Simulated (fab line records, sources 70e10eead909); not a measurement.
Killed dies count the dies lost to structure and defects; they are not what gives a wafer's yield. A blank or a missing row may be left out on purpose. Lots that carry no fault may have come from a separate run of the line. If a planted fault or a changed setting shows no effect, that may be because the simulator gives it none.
The tool behind it: which one? + flow nand_harc + 13 lots (39 wafers sampled), 1 step of a 1302-step route

WHAT EACH GAUGE READ, for each wafer
NHARC_A_CONTACT_INSPECT_44.
| lot  | measured     | on                | raw_defect_count |
|------|--------------|-------------------|------------------|
| L844 | day 21 13:10 | defect_inspect-02 | 73 73 65         |
| L846 | day 22 03:40 | defect_inspect-02 | 68 68 52         |
| L851 | day 24 13:16 | defect_inspect-02 | 121 103 102      |
| L857 | day 26 15:17 | defect_inspect-02 | 92 89 88         |
| L856 | day 26 15:49 | defect_inspect-01 | 62 51 58         |
| L858 | day 27 10:31 | defect_inspect-01 | 54 38 47         |
| L860 | day 28 12:49 | defect_inspect-02 | 121 126 103      |
| L861 | day 28 12:58 | defect_inspect-02 | 75 73 82         |
| L863 | day 29 05:40 | defect_inspect-02 | 99 102 113       |
| L862 | day 29 09:51 | defect_inspect-01 | 29 27 31         |
| L865 | day 29 23:32 | defect_inspect-01 | 24 34 29         |
| L864 | day 30 00:11 | defect_inspect-01 | 66 90 84         |
| L866 | day 30 14:36 | defect_inspect-01 | 98 91 90         |

WHAT TOOL EACH LOT RAN ON (gives the tool, then ch and the chambers of the sampled wafers, and finally the start)
Record: no process step prior to these readings.

WHAT THE TOOLS THEMSELVES READ (means of the sampled wafers that have a number; where no wafer has one, the mark that the record gives instead)
The record holds no such reading with a usual standard deviation.

THE ANSWER, worked out from the rows above alone
Rule: the lots themselves supply what counts as usual. The widest of any qualifying gaps counts: lots, ordered by their means at a reading, are off when they make up no more than a third of the lots, leave a main group of 4 or more, and stand apart from it by 3 or more times the standard deviation of that group's means. The tables above print the reading to a certain number of digits; a main group whose means all agree to those digits is not used. Also off: a lot with no number at a reading for which 4 or more lots have one. The other lots that the step has rows for count as sound. The gauges are gone through in route order, then the tools' own readings, and for those a lot's mean is taken as printed above. The first step at which some lot is off is used, and at that step the reading that is off furthest; a lot without a number counts as furthest.
Across all readings shown, no lot is off: no conclusion can be drawn from this.

WHAT THE SIMULATOR HAD PUT IN
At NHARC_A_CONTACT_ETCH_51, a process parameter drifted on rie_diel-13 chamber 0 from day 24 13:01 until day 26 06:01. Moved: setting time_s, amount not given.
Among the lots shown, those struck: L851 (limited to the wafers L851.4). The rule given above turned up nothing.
